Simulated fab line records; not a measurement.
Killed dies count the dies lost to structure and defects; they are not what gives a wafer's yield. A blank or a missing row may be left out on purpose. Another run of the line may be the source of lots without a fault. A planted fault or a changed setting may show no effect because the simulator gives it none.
Struck lot and sound lot, side by side    flow nand harc    14 out of 1302 route steps
Sound: the wafers L550.1, L550.2, L550.4. Struck: wafers L561.1, L561.3, L561.6. The cause comes at the end.
For every step that has rows: the tool of each side, followed by ch and its chambers, followed by its first start. Under that, the readings that differ: sound wafers    struck wafers    difference of the means    sigmas: that difference in standard deviations of wafers without a fault.
alike: a reading whose means differ by less than 2 such deviations, as well as words and numbers matching on both sides. not compared: withheld readings; readings where some wafer has no value; bounds like >300 that might hide an equal value; numbers whose values overlap and for which the record gives no deviation.
The two part at a step that has a row with sigmas, a row that says differs or no value, or rows on one side only. Numbers that have no deviation but don't overlap get no sigmas and don't part them. A reading that every wafer of one side lacks parts them only if that side has two wafers or more.

first, 2 steps without rows for these wafers: NHARC_A_SOURCE_PLATE_CVD_03 (deposits poly-Si, target thk 200 nm, time 4000 s); NHARC_A_SOURCE_PLATE_ANNEAL_05 (time 1800 s).
NHARC_A_SOURCE_PLATE_THK_MEAS_06: measures by ellipsometry.
  sound on film metro-01 at day 11 00:59; struck on film metro-01 at day 15 02:46
  alike: thk nm
NHARC_A_SOURCE_PLATE_INSPECT_08:
  sound on defect inspect-02 at day 11 01:06; struck on defect inspect-01 at day 15 02:52
  alike: raw defect count
following that, 1 step holds no rows for these wafers, namely NHARC_A_ONON_D1_DEP_00 (target thickness 1000 nm).
NHARC_A_ONON_D1_THK_MEAS_02: measures by ellipsometry.
  sound on film metro-01 at day 11 01:40; struck on film metro-01 at day 15 03:26
  alike: thk nm
following that, 1 step holds no rows for these wafers, namely NHARC_A_ONON_D1_DEP_03 (target thickness 1000 nm).
NHARC_A_ONON_D1_THK_MEAS_05: measures by ellipsometry.
  sound on film metro-01 at day 11 02:14; struck on film metro-01 at day 15 04:00
  alike: thk nm
following that, 1 step holds no rows for these wafers, namely NHARC_A_ONON_D1_DEP_06 (target thickness 1000 nm).
NHARC_A_ONON_D1_THK_MEAS_08: measures by ellipsometry.
  sound on film metro-02 at day 11 02:49; struck on film metro-01 at day 15 04:34
  alike: thk nm
NHARC_A_ONON_D1_DEP_09: target thk 1000 nm.
  sound on pecvd onon-03 ch 0, day 11 02:52; struck on pecvd onon-03 ch 0, day 15 04:38
NHARC_A_ONON_D1_THK_MEAS_11: measures by ellipsometry.
  sound on film metro-02 at day 11 03:22; struck on film metro-01 at day 15 05:08
reading      sound        struck          difference  sigmas
thk nm (nm)  996 995 996  1632 1632 1633  +637        +45
following that, 1 step holds no rows for these wafers, namely NHARC_A_ONON_D1_DEP_12 (target thickness 1000 nm).
-- record jumps: 18 days between struck wafers' starts before vs after; left off in module A_ONON_D1, resumes in module END, first step shown is number 1302 of the route --
NHARC_END_SORT_01:
  the record has rows for the struck wafers here (prober-01 ch 0, day 32 17:45) and none for the sound ones

## WHERE THEY PART
Last at NHARC_END_SORT_01 as far as this record goes, first at NHARC_A_ONON_D1_THK_MEAS_11.

WHY: whatever the simulator had introduced
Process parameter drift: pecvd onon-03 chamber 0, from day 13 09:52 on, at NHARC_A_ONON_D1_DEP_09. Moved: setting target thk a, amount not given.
